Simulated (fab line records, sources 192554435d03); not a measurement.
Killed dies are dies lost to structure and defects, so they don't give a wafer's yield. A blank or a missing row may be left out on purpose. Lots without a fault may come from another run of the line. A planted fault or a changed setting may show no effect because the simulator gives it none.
Which tool did it? | flow n5_finfet | 9 lots, 27 wafers sampled, at 8 steps of a route of 1938

WHAT THE GAUGES READ, wafer by wafer
N5_BEOL_M4_INSPECT_59: inspects for defects (darkfield).
lot  | measured     | on                | raw_defect_count
L676 | day 8 17:41  | defect_inspect-02 | 187 92 70
L675 | day 8 20:28  | defect_inspect-01 | 82 126 54
L681 | day 10 00:32 | defect_inspect-01 | 93 100 90
L682 | day 11 03:56 | defect_inspect-01 | 66 82 56
L685 | day 11 11:36 | defect_inspect-01 | 57 72 75
L683 | day 11 16:34 | defect_inspect-02 | 71 78 57
L686 | day 11 19:52 | defect_inspect-01 | 90 102 76
L691 | day 13 00:00 | defect_inspect-01 | 527 54 88
L692 | day 13 05:34 | defect_inspect-02 | 495 70 105

N5_BEOL_M4_RC_MEAS_101.
lot  | measured     | on        | DIBL_N (mV/V)  | DIBL_P (mV/V)  | IOFF_N (nA/um)    | IOFF_P (nA/um) | ION_N (uA/um) | ION_P (uA/um) | SS_N (mV/dec)  | SS_P (mV/dec)  | VT_N (mV)   | VT_P (mV)
L676 | day 8 17:43  | prober-02 | 34.2 34.8 36.8 | 33.1 34.2 35.6 | 0.127 0.133 0.163 | 0.17 0.19 0.21 | 658 660 668   | 450 454 462   | 71.2 70.8 72.0 | 73.0 73.5 72.5 | 253 252 252 | -252 -252 -250
L675 | day 8 20:48  | prober-02 | 35.8 36.6 36.6 | 37.4 37.3 37.5 | 0.150 0.153 0.164 | 0.20 0.20 0.21 | 673 659 671   | 460 447 459   | 71.2 71.3 71.5 | 73.4 73.6 73.1 | 248 251 251 | -251 -252 -254
L681 | day 10 00:43 | prober-01 | 35.7 37.6 37.2 | 36.0 38.7 38.2 | 0.152 0.200 0.187 | 0.24 0.28 0.27 | 668 680 688   | 469 470 472   | 71.6 71.9 72.0 | 73.0 73.7 74.3 | 248 246 244 | -247 -248 -246
L682 | day 11 03:57 | prober-01 | 35.2 35.8 37.1 | 33.9 34.4 36.6 | 0.121 0.130 0.148 | 0.16 0.16 0.19 | 656 657 664   | 441 441 452   | 71.2 71.6 71.6 | 73.0 72.5 73.4 | 254 257 252 | -259 -258 -256
L685 | day 11 11:47 | prober-02 | 37.8 37.7 35.8 | 38.0 36.4 34.1 | 0.182 0.181 0.142 | 0.23 0.19 0.16 | 673 684 659   | 463 456 445   | 71.8 72.6 71.4 | 73.8 73.7 72.9 | 250 249 253 | -252 -254 -255
L683 | day 11 16:36 | prober-01 | 35.4 34.2 36.1 | 35.6 34.4 38.2 | 0.146 0.130 0.167 | 0.17 0.15 0.20 | 671 657 672   | 458 442 455   | 71.8 72.3 72.0 | 72.9 72.1 73.4 | 250 255 249 | -255 -256 -251
L686 | day 11 20:03 | prober-01 | 36.5 34.5 36.1 | 36.5 33.8 36.9 | 0.153 0.119 0.135 | 0.20 0.16 0.20 | 663 657 658   | 457 449 459   | 71.3 70.7 70.6 | 73.3 72.7 73.9 | 250 256 253 | -253 -254 -252
L691 | day 13 00:02 | prober-01 | 32.9 34.7 33.8 | 34.3 34.9 33.9 | 0.119 0.137 0.137 | 0.18 0.19 0.18 | 657 665 670   | 457 458 464   | 70.4 70.4 70.4 | 72.8 73.4 73.3 | 251 253 250 | -251 -250 -250
L692 | day 13 05:35 | prober-01 | 36.0 34.9 36.2 | 35.5 33.7 38.1 | 0.161 0.129 0.158 | 0.20 0.17 0.23 | 663 654 675   | 454 449 464   | 71.7 71.8 72.1 | 72.9 72.5 73.4 | 253 257 253 | -254 -254 -251

N5_BEOL_M5_INSPECT_13: inspects for defects (brightfield).
lot  | measured     | on                | raw_defect_count
L676 | day 8 21:59  | defect_inspect-01 | 586 561 392
L675 | day 9 01:39  | defect_inspect-02 | 507 651 345
L681 | day 10 04:42 | defect_inspect-01 | 337 554 503
L682 | day 11 07:00 | defect_inspect-01 | 357 403 326
L685 | day 11 14:37 | defect_inspect-02 | 492 423 543
L683 | day 11 20:05 | defect_inspect-01 | 351 460 382
L686 | day 11 23:14 | defect_inspect-02 | 418 485 379
L691 | day 13 02:51 | defect_inspect-02 | 849 467 546
L692 | day 13 08:53 | defect_inspect-02 | 893 482 595

N5_BEOL_M5_INSPECT_30: inspects for defects (brightfield).
lot  | measured     | on                | raw_defect_count
L676 | day 9 00:50  | defect_inspect-01 | 591 573 374
L675 | day 9 06:22  | defect_inspect-02 | 507 644 328
L681 | day 10 07:43 | defect_inspect-02 | 360 571 564
L682 | day 11 08:59 | defect_inspect-01 | 357 377 324
L685 | day 11 15:36 | defect_inspect-02 | 500 451 579
L683 | day 11 21:02 | defect_inspect-02 | 423 486 431
L686 | day 12 03:07 | defect_inspect-02 | 414 483 374
L691 | day 13 04:19 | defect_inspect-02 | 842 494 563
L692 | day 13 09:59 | defect_inspect-01 | 831 463 529

WHICH TOOL RAN EACH LOT (tool, then ch and the chambers of the sampled wafers, then the start)
lot  | N5_BEOL_M4_ANNEAL_91         | N5_BEOL_M4_SPUTTER_94        | N5_BEOL_M4_ANNEAL_51             | N5_BEOL_M4_PRE_CLEAN_60
L676 | pvd_sputter-01, day 8 16:02  | pvd_sputter-01, day 8 16:24  | rtp_anneal-01 ch 0, day 8 16:49  | cvd_co-01 ch 0,2, day 8 17:27
L675 | pvd_sputter-03, day 8 18:49  | pvd_sputter-03, day 8 19:10  | rtp_anneal-01 ch 0, day 8 19:40  | cvd_co-01 ch 1,2, day 8 20:13
L681 | pvd_sputter-02, day 9 22:52  | pvd_sputter-02, day 9 23:13  | rtp_anneal-02 ch 0, day 9 23:41  | cvd_co-02 ch 0,1,2, day 10 00:16
L682 | pvd_sputter-03, day 11 02:16 | pvd_sputter-03, day 11 02:38 | rtp_anneal-02 ch 0, day 11 03:03 | cvd_co-01 ch 0,1,2, day 11 03:41
L685 | pvd_sputter-03, day 11 09:55 | pvd_sputter-03, day 11 10:17 | rtp_anneal-01 ch 0, day 11 10:44 | cvd_co-01 ch 0,1,2, day 11 11:21
L683 | pvd_sputter-02, day 11 14:54 | pvd_sputter-02, day 11 15:16 | rtp_anneal-02 ch 0, day 11 15:41 | cvd_co-02 ch 0,2, day 11 16:19
L686 | pvd_sputter-02, day 11 18:12 | pvd_sputter-02, day 11 18:34 | rtp_anneal-01 ch 0, day 11 19:02 | cvd_co-02 ch 0,2, day 11 19:37
L691 | pvd_sputter-02, day 12 22:21 | pvd_sputter-02, day 12 22:43 | rtp_anneal-01 ch 0, day 12 23:07 | cvd_co-02 ch 0,2, day 12 23:45
L692 | pvd_sputter-01, day 13 03:49 | pvd_sputter-01, day 13 04:11 | rtp_anneal-02 ch 0, day 13 04:41 | cvd_co-02 ch 0,1,2, day 13 05:19
- N5_BEOL_M4_ANNEAL_91: time 240 s.
- N5_BEOL_M4_SPUTTER_94: material Cu, target thk 4.5 nm, time 8.29 s.
- N5_BEOL_M4_ANNEAL_51: time 90 s.
- N5_BEOL_M4_PRE_CLEAN_60: time 15 s.

WHAT THE TOOLS THEMSELVES READ (means of the sampled wafers that have a number; where no wafer has one, the mark that the record gives instead)
N5_BEOL_M4_ANNEAL_91.
lot  | tool           | heater_power_w (W)
L676 | pvd_sputter-01 | 785
L675 | pvd_sputter-03 | 810
L681 | pvd_sputter-02 | 814
L682 | pvd_sputter-03 | 831
L685 | pvd_sputter-03 | 836
L683 | pvd_sputter-02 | 827
L686 | pvd_sputter-02 | 808
L691 | pvd_sputter-02 | 831
L692 | pvd_sputter-01 | 791

N5_BEOL_M4_SPUTTER_94.
lot  | tool           | chuck_gas_flow_sccm (sccm) | throttle_valve_pct (%)
L676 | pvd_sputter-01 | 1.27                       | 30.0
L675 | pvd_sputter-03 | 1.26                       | 29.6
L681 | pvd_sputter-02 | 1.27                       | 30.5
L682 | pvd_sputter-03 | 1.31                       | 28.5
L685 | pvd_sputter-03 | 1.25                       | 29.8
L683 | pvd_sputter-02 | 1.24                       | 30.3
L686 | pvd_sputter-02 | 1.26                       | 29.8
L691 | pvd_sputter-02 | 1.25                       | 30.1
L692 | pvd_sputter-01 | 1.24                       | 30.0

N5_BEOL_M4_ANNEAL_51.
lot  | tool          | wafer_temp_C_max
L676 | rtp_anneal-01 | 225.7
L675 | rtp_anneal-01 | 225.7
L681 | rtp_anneal-02 | 225.9
L682 | rtp_anneal-02 | 226.2
L685 | rtp_anneal-01 | 225.7
L683 | rtp_anneal-02 | 225.8
L686 | rtp_anneal-01 | 225.5
L691 | rtp_anneal-01 | 225.5
L692 | rtp_anneal-02 | 226.1

N5_BEOL_M4_PRE_CLEAN_60.
lot  | tool      | heater_power_w (W)
L676 | cvd_co-01 | 88
L675 | cvd_co-01 | 88
L681 | cvd_co-02 | 81
L682 | cvd_co-01 | 86
L685 | cvd_co-01 | 87
L683 | cvd_co-02 | 88
L686 | cvd_co-02 | 88
L691 | cvd_co-02 | 87
L692 | cvd_co-02 | 80

THE ANSWER, worked out from the rows above alone
Rule: what is usual is taken from the lots themselves. Put in order of their means at a reading, lots are off if they are a third of the lots or fewer, leave a main group of 4 or more, and stand apart from it by a gap of 3 or more times the standard deviation of the main group's means; of several such gaps the widest counts. A main group whose means are all the same, to the digits that the tables above print for the reading, isn't used. A lot without any number at a reading at which 4 lots or more have one is off too. The other lots that the step has rows for count as sound. The gauges are gone through in route order, then the tools' own readings, and for those a lot's mean is taken as printed above. The first step at which some lot is off is used, and at that step the reading that is off furthest; a lot without a number counts as furthest.
Off: L691, L692, at N5_BEOL_M4_INSPECT_59 (raw_defect_count). The main group: mean 85, standard deviation 17.
A tool fits if, at a process step before that reading, it ran every lot that is off, and no sound lot after the first of them. The gauges at N5_BEOL_M4_INSPECT_59 are tried like those tools. One fits: cvd_co-02 at N5_BEOL_M4_PRE_CLEAN_60. Its last sound lot is L686 (day 11 19:37), its first lot that is off L691 (day 12 23:45): a fault that began between those two fits.

WHAT THE SIMULATOR HAD PUT IN
Chamber particle source: cvd_co-02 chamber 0, from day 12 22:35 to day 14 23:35, at N5_BEOL_M4_PRE_CLEAN_60. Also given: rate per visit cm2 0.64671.
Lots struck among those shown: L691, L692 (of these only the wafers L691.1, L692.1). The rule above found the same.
